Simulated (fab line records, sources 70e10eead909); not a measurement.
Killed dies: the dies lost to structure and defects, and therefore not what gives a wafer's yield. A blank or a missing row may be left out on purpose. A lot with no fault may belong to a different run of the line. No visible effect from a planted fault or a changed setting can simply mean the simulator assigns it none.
Struck lot and sound lot, side by side + flow nandHarc + 27 steps out of a route of 1302
Sound: wafers L963.2, L963.3, L963.6. The struck wafers were L978.2, L978.3, L978.5. The cause comes at the end.
For every step that has rows: the tool of each side, followed by ch and its chambers, followed by its first start. Under that, the readings that differ: sound wafers + struck wafers + difference of the means + sigmas: that difference in standard deviations of wafers without a fault.
alike: readings whose means differ by less than 2 such deviations, and words and numbers that are the same on both sides. not compared: withheld readings, readings that some wafer has no value for, bounds like >300 that may hide the same value, and numbers for which the record gives no deviation and whose values overlap.
Wherever a step has rows on one side only, a row that says differs or no value, or a row with sigmas, the two part there. When numbers do not overlap yet have no deviation, they are printed without sigmas and do not part them. A reading missing from all wafers of one side parts the sides only when that side holds two or more wafers.

first, 6 steps without rows for these wafers: NHARC_A_ONON_D1_DEP_03 (target thk 1000 nm); NHARC_A_ONON_D1_DEP_06 (target thk 1000 nm); NHARC_A_ONON_D1_DEP_09 (target thk 1000 nm); NHARC_A_ONON_D1_DEP_12 (target thk 1000 nm); NHARC_A_ONON_D1_ANNEAL_15 (time 3600 s); NHARC_A_ONON_D1_DEP_16 (target thk 1000 nm).
NHARC_A_ONON_D1_DEP_19: target thk 1000 nm.
  sound on pecvdOnon-01 ch 0, day 8 19:44; struck on pecvdOnon-01 ch 0, day 15 10:13
| reading            | sound             | struck            | difference | sigmas |
|--------------------|-------------------|-------------------|------------|--------|
| nh3FlowSccm (sccm) | 498.8 498.9 496.7 | 503.1 503.5 500.3 | +4.2       | +3     |
then, 19 steps without rows for these wafers: NHARC_A_ONON_D1_DEP_22 (target thk 1000 nm); NHARC_A_ONON_D1_DEP_25 (target thk 1000 nm); NHARC_A_ONON_D1_DEP_28 (target thk 1000 nm); NHARC_A_ONON_D1_DEP_33 (deposits SiO2, target thk 200 nm); NHARC_A_CHANNEL_HOLE_D1_DEP_00 (deposits aC, target thk 3100 nm); NHARC_A_CHANNEL_HOLE_D1_DEP_01 (deposits SiON, target thk 140 nm); NHARC_A_CHANNEL_HOLE_D1_DEHYDRATE_02 (time 120 s); NHARC_A_CHANNEL_HOLE_D1_HMDS_03 (time 30 s); NHARC_A_CHANNEL_HOLE_D1_COAT_36 (time 75 s); NHARC_A_CHANNEL_HOLE_D1_COAT_37 (time 65 s); NHARC_A_CHANNEL_HOLE_D1_COAT_04 (resist thk 90 nm); NHARC_A_CHANNEL_HOLE_D1_SOFTBAKE_05 (time 55 s); NHARC_A_CHANNEL_HOLE_D1_EBR_06; NHARC_A_CHANNEL_HOLE_D1_EXPOSE_07 (exposes mask HOLE D1, target cd 100 nm); NHARC_A_CHANNEL_HOLE_D1_PEB_08 (peb time 65 s); NHARC_A_CHANNEL_HOLE_D1_DEVELOP_09 (develop time 35 s); NHARC_A_CHANNEL_HOLE_D1_DESCUM_15 (chemistry O2, time 3 s); NHARC_A_CHANNEL_HOLE_D1_ETCH_38 (etches the open film in CF4, target depth 39 nm, time 65 s); NHARC_A_CHANNEL_HOLE_D1_ETCH_39 (etches the open film in N2/H2, target depth 260 nm, time 325 s).
-- the record jumps here: 17 days lie between the struck wafers' starts before and after (it left off in module A_CHANNEL_HOLE_D1 and takes up again in module END, whose first step shown is number 1302 of the route) --
NHARC_END_SORT_01:
  the record has rows for the struck wafers here (prober-02 ch 0, day 32 10:51) and none for the sound ones

WHERE THEY PART
At NHARC_A_ONON_D1_DEP_19 first; at NHARC_END_SORT_01 last (within this record only).

WHY: the cause the simulator had injected
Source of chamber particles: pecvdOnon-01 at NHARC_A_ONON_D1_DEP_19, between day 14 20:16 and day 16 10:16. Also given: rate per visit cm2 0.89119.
